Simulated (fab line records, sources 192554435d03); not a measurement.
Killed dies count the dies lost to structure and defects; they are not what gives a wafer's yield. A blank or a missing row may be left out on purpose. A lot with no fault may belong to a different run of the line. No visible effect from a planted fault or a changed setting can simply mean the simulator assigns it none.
A lot that was struck, set against a sound lot ; flow n5Finfet ; 21 out of 1938 route steps
Sound: these wafers, L485.1, L485.3, L485.5. Struck: wafers L477.3, L477.5, L477.6. Last of all comes the cause.
Order at every step that has rows: each side's tool, ch and its chambers, its first start. Under that, the readings that differ: sound wafers ; struck wafers ; difference of the means ; sigmas: that difference in standard deviations of wafers without a fault.
alike: a reading whose means differ by less than 2 such deviations, as well as words and numbers matching on both sides. not compared: withheld readings; readings where some wafer has no value; bounds like >300 that might hide an equal value; numbers whose values overlap and for which the record gives no deviation.
The two part at a step that has a row with sigmas, a row that says differs or no value, or rows on one side only. Numbers that have no deviation but don't overlap get no sigmas and don't part them. A reading missing from all wafers of one side parts the sides only when that side holds two or more wafers.

N5_STI_FIN_REVEAL_ETCHBACK_08: etches SiO2 in C4F6/O2, target depth 30.5 nm, time 10.167 s.
  sound on rieDiel-06 ch 0,2, day 4 22:49; struck on rieDiel-01 ch 1,2,3, day 2 22:16
  alike: drypumpMotorCurrentA, oes_ar_750_au, oesProductAu, rfVppV, showerheadPlenumPTorr, throttleValvePct
  not compared: rfHoursCounterH
N5_STI_FIN_REVEAL_STRIP_24: strips in N2/H2, time 90 s.
  sound on rieDiel-06 ch 0,2, day 4 22:50; struck on rieDiel-01 ch 1,2,3, day 2 22:18
  alike: biasPowerW, chamberPressureMTorr, drypumpMotorCurrentA, oesProductAu, rfVppV, showerheadPlenumPTorr, throttleValvePct
  not compared: rfHoursCounterH
then, 4 steps without rows for these wafers: N5_STI_FIN_REVEAL_PRECLEAN_25 (cleans in SPM, time 90 s); N5_STI_FIN_REVEAL_PRECLEAN_26 (cleans in SC1, time 45 s); N5_STI_FIN_REVEAL_PRECLEAN_29 (cleans in DHF, time 30 s); N5_STI_FIN_REVEAL_SRD_12 (time 30 s).
N5_STI_FIN_REVEAL_RECESS_09: chemistry HF/NH3, target SiO2, afs cycles 11, target depth 42.5 nm, sublimation time 60 s.
  sound on vaporEtch-02 ch 0,1, day 4 23:04; struck on vaporEtch-02 ch 0,1, day 2 23:07
  alike: drypumpMotorCurrentA
then, 3 steps without rows for these wafers: N5_STI_FIN_REVEAL_STRIP_16 (strips SiNx in H3PO4, target depth 23.8 nm); N5_STI_FIN_REVEAL_PRECLEAN_17 (cleans in NF3:NH3, afs cycles 1, time 20 s, sublimation time 60 s); N5_STI_FIN_REVEAL_ETCH_34 (etches Si in H2, material Si, target depth 0.97 nm).
N5_STI_FIN_REVEAL_OXIDATION_31: chemistry O2 PLASMA REMOTE, time 20 s.
  sound on plasmaAsher-02 ch 0,1, day 5 01:13; struck on plasmaAsher-01 ch 0,1, day 3 00:59
  alike: drypumpMotorCurrentA, heaterPowerW
  not compared: rfHoursCounterH
then, 1 step without rows for these wafers: N5_STI_FIN_REVEAL_PRECLEAN_32 (cleans in NF3:NH3, afs cycles 1, time 20 s, sublimation time 60 s).
N5_STI_FIN_REVEAL_STRIP_35: strips Si3N4 in H3PO4, target depth 4 nm, time 39 s.
  sound on wetBench-06 ch 3,5,6, day 5 01:30; struck on wetBench-01 ch 0,5,6, day 3 01:16
  no value came back on the struck wafers for bathGuardTempC (C), bathHeatDutyPct (%); on the sound wafers bathGuardTempC (C) reads 164.5 164.9 165.7
reading;sound;struck;difference;sigmas
model.Si_of_PMOS_HMC_CHANNEL_EPI_EPI_26.thkNm (nm);2.6 2.6 2.6;3 3 3;+0;
then, 1 step without rows for these wafers: N5_STI_FIN_REVEAL_SRD_21 (time 30 s).
N5_STI_FIN_REVEAL_OXIDATION_33: chemistry O2 PLASMA REMOTE, time 20 s.
  sound on plasmaAsher-02 ch 0,1, day 5 01:34; struck on plasmaAsher-02 ch 0,1, day 3 01:20
  alike: drypumpMotorCurrentA, heaterPowerW
  not compared: rfHoursCounterH
N5_STI_FIN_REVEAL_CLEAN_19: cleans in O3/DIW, time 120 s.
  sound on wetBench-06 ch 3,5,7, day 5 01:39; struck on wetBench-05 ch 2,5,7, day 3 01:25
reading;sound;struck;difference;sigmas
model.Si_of_PMOS_HMC_CHANNEL_EPI_EPI_26.thkNm (nm);2.4 2.4 2.4;2.8 2.8 2.8;+0.4;
then, 1 step without rows for these wafers: N5_STI_FIN_REVEAL_SRD_23 (time 30 s).
N5_STI_FIN_REVEAL_CD_MEAS_22: target cd 6.238 nm, pitch 28 nm.
  sound on cdSem-02, day 5 01:43; struck on cdSem-03, day 3 01:29
  alike: cdNm
N5_STI_FIN_REVEAL_FIN_H_MEAS_10:
  sound on ocd-01, day 5 01:45; struck on ocd-02, day 3 01:31
reading;sound;struck;difference;sigmas
trenchDepthNm (nm);52.4 52.0 53.0;48.5 48.8 47.8;-4.1;-7
then, 1 step without rows for these wafers: N5_STI_FIN_REVEAL_PRECLEAN_18 (cleans in SC2, time 45 s).
-- record jumps: 11 days separate the struck wafers' starts on either side; left off in module STI_FIN_REVEAL, taken up again in module PASSIVATION, whose first shown step is the route's number 1936 --
N5_PASSIVATION_PROBE_49:
  sound on prober-02, day 16 07:55; struck on prober-01, day 13 18:19
  alike: killed_at_M0_to_M3, killed_at_M4_up, killedAtContacts, killedAtFrontEnd, killedAtOther, killedDies, killedOpen, killedShort

WHERE THEY PART
At N5_STI_FIN_REVEAL_STRIP_35 first; at N5_STI_FIN_REVEAL_FIN_H_MEAS_10 last (within this record only). Later steps at which nothing parts them and some readings are alike: N5_PASSIVATION_PROBE_49.

WHY: what had been put in by the simulator
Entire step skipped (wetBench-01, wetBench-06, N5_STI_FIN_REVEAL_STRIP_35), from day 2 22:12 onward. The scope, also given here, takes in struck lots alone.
